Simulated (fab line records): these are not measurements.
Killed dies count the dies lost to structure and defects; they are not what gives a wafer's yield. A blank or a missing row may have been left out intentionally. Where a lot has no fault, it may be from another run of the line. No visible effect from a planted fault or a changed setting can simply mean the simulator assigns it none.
fab line records	flow nand-harc
record lots=14	wafers=42	last-day=33
route steps=1302 shown A_CHANNEL_HOLE_D2@608 A_CHANNEL_FILL_D2@612 A_STAIRCASE@639
lots with no fault: from the same line, run without faults
start-h: the number of hours between the record's first day and the start of the first shown wafer of the lot	wait-h: hours elapsed since this lot's preceding step	" unchanged from the row above	L1.1+2: several wafers, shown together as one row	- value missing, or start not given	* or withheld: withheld	< > ~ a bound
route shown NAME@n: a module of which the file shows steps, and the number in the route of the first	usual: mean/standard deviation of fault-free wafers	same: alike in all rows	chamber/n: place in a boat	sites: per-site readings	_std_site: the standard deviation of these	_edge_site: inner sites' mean taken away from outer sites' mean	radius-mm: for every site, how far away it sits from the centre of the wafer	mask NAME#n: copy n	behind: the tool/chamber that last shaped the wafer	hold: why the lot was held/for how many hours/how that ended	device: transistor that didn't switch, given as n, p or np	end of line: tests of these same wafers at the route's end	a step without rows: its recipe alone	killed: dies that structure and defects cost at the first sort, which is not the same as the wafer's yield	map: a wafer's dies, marking killed ones x, the rest . and places with no die _
set.NAME: the run value of the setting; set.NAME@STEP: its run value at that earlier step	model.NAME: the simulator's own value behind a step, which no gauge read
route steps across a sampled set of lots; one table per step, one row per wafer
services: when a tool's chamber went out of use (start-h, in hours from the record's first day, below 0 if earlier), for how many hours, and the reason
## steps
# step NHARC_A_CHANNEL_HOLE_D2_XSEM_32
# recipe landing-energy-ev=35000
# usual bot-cd-nm=74.8/1.5	bow-nm=8.62/0.28	tilt-deg=0.08/0.038
lot.wafer	tool	chamber	start-h	wait-h	bot-cd-nm	bow-nm	tilt-deg
L374.1	xsem-02	0	319.64	0.1	75.5	8.59	0.04
L374.5	"	0	"	"	74.1	8.61	0.04
L374.6	"	0	"	"	76.1	8.58	0.04
L378.1	xsem-01	0	344.63	0.1	72.7	8.76	0.06
L378.2	"	0	"	"	71.4	8.75	0.06
L378.5	"	0	"	"	74.1	8.84	0.06
L377.1	xsem-02	0	345.63	0.1	74.9	8.58	0.07
L377.4	"	0	"	"	75.1	8.54	0.07
L377.5	"	0	"	"	74.7	8.54	0.07
L380.3	xsem-02	0	375.25	0.1	75.3	8.56	0.05
L380.4	"	0	"	"	75.4	8.66	0.05
L380.6	"	0	"	"	75.7	8.70	0.06
L381.4	xsem-02	0	383.31	0.1	75.5	8.31	0.03
L381.5	"	0	"	"	75.5	8.32	0.03
L381.6	"	0	"	"	74.0	8.29	0.03
L383.2	xsem-02	0	404.55	0.1	73.0	8.31	0.05
L383.3	"	0	"	"	73.9	8.27	0.05
L383.6	"	0	"	"	71.6	8.25	0.05
L385.3	xsem-02	0	422.04	0.1	75.4	8.55	0.08
L385.5	"	0	"	"	74.5	8.53	0.07
L385.6	"	0	"	"	75.0	8.61	0.08
L386.3	xsem-01	0	424.25	0.1	76.4	8.74	0.04
L386.4	"	0	"	"	76.1	8.79	0.04
L386.5	"	0	"	"	75.3	8.70	0.04
L390.1	xsem-01	0	460.74	0.1	74.4	8.42	0.03
L390.3	"	0	"	"	73.6	8.39	0.04
L390.6	"	0	"	"	73.6	8.39	0.03
L391.3	xsem-02	0	479.59	0.1	77.1	7.97	0.08
L391.4	"	0	"	"	76.0	8.02	0.08
L391.6	"	0	"	"	77.4	8.09	0.08
L392.1	xsem-01	0	494.65	0.1	73.9	8.65	0.06
L392.2	"	0	"	"	73.6	8.69	0.06
L392.3	"	0	"	"	75.1	8.68	0.06
L393.4	xsem-02	0	510.94	0.1	74.3	9.06	0.13
L393.5	"	0	"	"	74.9	9.12	0.12
L393.6	"	0	"	"	75.5	9.07	0.12
L395.3	xsem-01	0	530.34	0.1	75.3	8.70	0.12
L395.4	"	0	"	"	73.5	8.73	0.12
L395.5	"	0	"	"	73.2	8.71	0.12
L396.4	xsem-02	0	533.33	0.1	73.8	8.42	0.10
L396.5	"	0	"	"	74.0	8.43	0.10
L396.6	"	0	"	"	74.8	8.46	0.10
# step NHARC_A_CHANNEL_FILL_D2_ALD_02
# recipe target-thk-a=60	pulse-time-s=10	ald-cycles=60	temp-c=300	material=SiO2
# usual heater-power-w=468/35	precursor-pulse-height-rel=0.999/0.02	susceptor-temp-C=299.99/0.18
lot.wafer	tool	chamber	start-h	wait-h	heater-power-w	precursor-pulse-height-rel	susceptor-temp-C
L374.1	ald-hk-04	2	320.09	-	499	0.997	-
L374.5	"	0	"	"	459	1.031	-
L374.6	"	1	"	"	416	0.989	-
L378.2	ald-hk-03	0	345.06	-	501	1.008	299.96
L378.1	"	1	"	"	482	0.995	300.17
L378.5	"	2	"	"	453	0.998	299.96
L377.4	ald-hk-03	2	345.92	-	448	1.008	-
L377.1	"	3	"	"	519	1.004	-
L377.5	"	3	"	"	519	1.000	-
L380.4	ald-hk-03	2	378.28	-	459	0.998	299.95
L380.3	"	1	"	"	483	1.052	300.00
L380.6	"	3	"	"	523	1.012	300.11
L381.4	ald-hk-04	3	383.59	-	500	1.008	300.20
L381.6	"	3	"	"	513	1.000	300.19
L381.5	"	0	"	"	458	0.992	300.00
L383.2	ald-hk-04	3	404.91	-	509	1.009	300.34
L383.3	"	0	"	"	456	1.019	299.81
L383.6	"	3	"	"	510	0.979	300.10
L385.3	ald-hk-03	3	422.54	-	523	1.016	299.73
L385.6	"	0	"	"	482	1.018	300.19
L385.5	"	1	"	"	477	0.977	300.27
L386.3	ald-hk-03	0	424.53	-	481	1.001	299.64
L386.4	"	2	"	"	447	1.021	300.07
L386.5	"	0	"	"	475	0.981	299.96
L390.3	ald-hk-04	1	461.11	-	418	0.976	300.13
L390.1	"	2	"	"	466	0.968	300.05
L390.6	"	1	"	"	422	0.991	300.20
L391.4	ald-hk-04	3	480.02	-	532	1.004	299.70
L391.3	"	0	"	"	425	1.007	299.86
L391.6	"	2	"	"	476	1.014	300.15
L392.3	ald-hk-03	2	494.94	-	451	0.987	299.78
L392.1	"	3	"	"	522	1.005	299.95
L392.2	"	1	"	"	482	1.028	299.85
L393.4	ald-hk-03	1	511.22	-	497	0.976	299.70
L393.5	"	1	"	"	482	0.987	299.82
L393.6	"	2	"	"	438	1.000	299.83
L395.4	ald-hk-01	1	530.81	0.3	430	0.990	299.79
L395.3	"	2	"	"	440	0.998	300.19
L395.5	"	0	"	"	425	1.001	299.93
L396.4	ald-hk-03	0	534.00	-	486	0.988	299.99
L396.5	"	1	"	"	491	0.965	299.87
L396.6	"	2	"	"	446	1.002	299.85
# step NHARC_A_CHANNEL_FILL_D2_ETCHBACK_08
# recipe target-depth-a=2200	time-s=110	c4f8-flow-sccm=20	ar-flow-sccm=withheld	rf-w=600	bias-w=300	chemistry=C4F8
# usual chamber-pressure-mTorr=25.003/0.021	oes-product-au=0.97/0.034	rf-vpp-V=439.3/2.2
lot.wafer	tool	chamber	start-h	wait-h	chamber-pressure-mTorr	oes-product-au	rf-hours-counter-h	rf-vpp-V
L374.1	rie-diel-13	0	361.30	-	25.018	0.98	0	437.0
L374.5	"	0	"	"	24.972	0.97	-	437.2
L374.6	"	1	"	"	24.980	1.00	-	438.5
L378.1	rie-diel-12	1	387.08	-	25.011	0.98	3	443.4
L378.2	"	0	"	"	25.012	0.99	3	437.2
L378.5	"	1	"	"	24.995	0.98	-	442.7
L377.1	rie-diel-13	3	387.10	-	24.996	0.92	1	438.9
L377.4	"	2	"	"	24.964	0.92	1	437.4
L377.5	"	0	"	"	24.988	0.91	-	436.6
L380.3	rie-diel-13	3	421.22	-	24.975	0.99	2	439.6
L380.4	"	1	"	"	24.982	0.98	2	437.0
L380.6	"	3	"	"	24.962	0.99	-	439.6
L381.4	rie-diel-12	2	433.61	-	25.034	0.92	5	441.0
L381.5	"	0	"	"	24.980	0.91	-	438.5
L381.6	"	1	"	"	25.025	0.97	-	441.5
L383.3	rie-diel-10	0	449.51	-	24.982	1.01	3	443.7
L383.2	"	1	"	"	25.012	1.01	3	441.2
L383.6	"	3	"	"	25.008	0.99	-	436.7
L386.3	rie-diel-13	3	463.73	-	-	-	-	-
L386.4	"	0	"	"	-	-	-	-
L386.5	"	3	"	"	-	-	-	-
L385.3	rie-diel-12	2	464.91	-	-	-	-	-
L385.5	"	1	"	"	-	-	-	-
L385.6	"	2	"	"	-	-	-	-
L390.1	rie-diel-13	1	501.69	-	25.017	0.92	6	437.7
L390.3	"	2	"	"	25.049	0.92	6	436.6
L390.6	"	3	"	"	24.995	0.90	-	437.4
L391.3	rie-diel-12	3	525.13	-	25.009	0.93	2	439.9
L391.4	"	0	"	"	25.014	0.93	2	437.0
L391.6	"	3	"	"	25.016	0.93	-	440.3
L392.1	rie-diel-13	0	538.11	-	24.989	1.02	0	436.6
L392.2	"	1	"	"	25.002	1.00	1	438.5
L392.3	"	2	"	"	25.014	1.01	0	438.3
L393.4	rie-diel-12	3	553.03	-	25.040	0.94	3	440.0
L393.5	"	3	"	"	25.021	0.95	-	439.6
L393.6	"	0	"	"	24.997	0.92	-	436.5
L395.4	rie-diel-12	0	572.70	-	24.988	0.93	3	438.1
L395.3	"	2	"	"	24.981	0.93	3	439.0
L395.5	"	0	"	"	25.008	0.92	-	435.9
L396.4	rie-diel-12	0	572.96	-	25.002	0.99	3	437.5
L396.5	"	1	"	"	24.974	1.00	-	442.4
L396.6	"	2	"	"	24.991	1.00	-	442.1
# step NHARC_A_STAIRCASE_DEP_156
# recipe target-thk-a=500	temp-c=400	target-thk-nm=50	flow-sccm=200	rf-w=450	material=SiNx
# usual heater-power-w=703/140	susceptor-temp-C=399.99/0.22
lot.wafer	tool	chamber	start-h	wait-h	heater-power-w	susceptor-temp-C
L374.1	pecvd-04	2	367.96	0.1	571	400.25
L374.6	"	2	"	"	562	400.32
L374.5	"	1	"	"	539	399.73
L377.1	pecvd-01	2	393.55	0.1	671	399.60
L377.5	"	2	"	"	685	399.85
L377.4	"	1	"	"	686	399.89
L378.2	pecvd-04	2	393.56	0.1	587	399.49
L378.1	"	1	"	"	564	399.81
L378.5	"	1	"	"	560	399.92
L380.3	pecvd-03	0	427.66	0.1	838	400.18
L380.6	"	2	"	"	564	400.02
L380.4	"	0	"	"	816	400.00
L381.6	pecvd-03	1	440.11	0.1	787	399.68
L381.4	"	2	"	"	531	399.74
L381.5	"	0	"	"	895	400.44
L383.3	pecvd-03	2	455.96	0.1	478	400.17
L383.2	"	0	"	"	930	399.87
L383.6	"	1	"	"	710	399.68
L390.1	pecvd-03	0	508.12	0.1	926	399.93
L390.3	"	1	"	"	829	399.84
L390.6	"	2	"	"	554	400.35
L391.3	pecvd-04	0	531.74	0.1	865	400.10
L391.4	"	1	"	"	678	400.21
L391.6	"	2	"	"	663	399.82
L392.2	pecvd-03	0	544.56	0.1	780	400.13
L392.1	"	1	"	"	750	400.08
L392.3	"	2	"	"	543	399.99
L393.5	pecvd-04	0	559.59	0.2	833	399.97
L393.4	"	1	"	"	600	399.60
L393.6	"	2	"	"	601	400.55
L395.3	pecvd-03	0	579.45	0.1	958	400.36
L395.4	"	0	"	"	974	400.32
L395.5	"	1	"	"	772	399.89
L396.4	pecvd-03	1	579.71	0.2	790	399.70
L396.5	"	2	"	"	553	399.78
L396.6	"	0	"	"	986	399.95
## services
tool	chamber	start-h	hours	kind
ald-hk-01	-	298.55	10.0	pm
pecvd-04	-	308.10	0.3	repair
pecvd-01	-	311.27	13.0	pm
rie-diel-12	3	313.86	5.0	repair
pecvd-03	-	339.29	1.7	repair
rie-diel-13	-	342.00	9.0	pm
rie-diel-12	1	360.75	5.7	repair
ald-hk-04	-	362.84	1.4	repair
pecvd-03	-	366.01	13.0	pm
xsem-01	-	374.00	14.0	pm
rie-diel-12	1	401.38	16.1	repair
ald-hk-04	-	406.70	0.8	repair
rie-diel-13	0	443.35	5.9	repair
rie-diel-12	-	445.42	9.0	pm
rie-diel-13	-	447.27	0.5	repair
pecvd-04	-	450.00	13.0	pm
rie-diel-13	0	482.89	18.1	repair
rie-diel-12	0	486.85	2.8	repair
pecvd-04	-	517.48	0.6	repair
rie-diel-13	-	519.00	9.0	pm
rie-diel-13	0	535.53	1.3	repair
rie-diel-12	2	545.47	1.6	repair
pecvd-03	-	547.01	13.0	pm
pecvd-04	-	572.33	1.0	repair
## key
first-sign step=NHARC_A_CHANNEL_FILL_D2_ETCHBACK_08	reading=tool-record	direction=missing
effect none on later readings
met-at NHARC_A_CHANNEL_FILL_D2_ETCHBACK_08
struck-lots L385,L386
later-rows-left-out L385.3,L385.5,L385.6,L386.3,L386.4,L386.5
sort-left-out L385.3,L385.5,L385.6,L386.3,L386.4,L386.5
tester-left-out L385,L386
not-acting-at NHARC_A_CHANNEL_HOLE_D2_XSEM_32,NHARC_A_CHANNEL_FILL_D2_ALD_02,NHARC_A_STAIRCASE_DEP_156
onset-between 433.61 463.73
fault kind=skipped-step-whole	tool=rie-diel-12,rie-diel-13	chamber=-	onset-h=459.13	steps=NHARC_A_CHANNEL_FILL_D2_ETCHBACK_08	scope=struck-lots-only
# tester-left-out: of these lots the tester's yield and bins aren't shown, on N5 and GAA mostly nor the transistor test; their killed dies are dies lost to structure and defects alone, not to doping, threshold or leakage, so they don't give the yield
# sort-left-out: the simulated sort isn't trusted on such a fault, so these wafers' sort isn't shown, and their yield isn't known
# later-rows-left-out: the simulator's readings of these wafers behind a module that went badly wrong aren't trusted and aren't shown, but for the sort
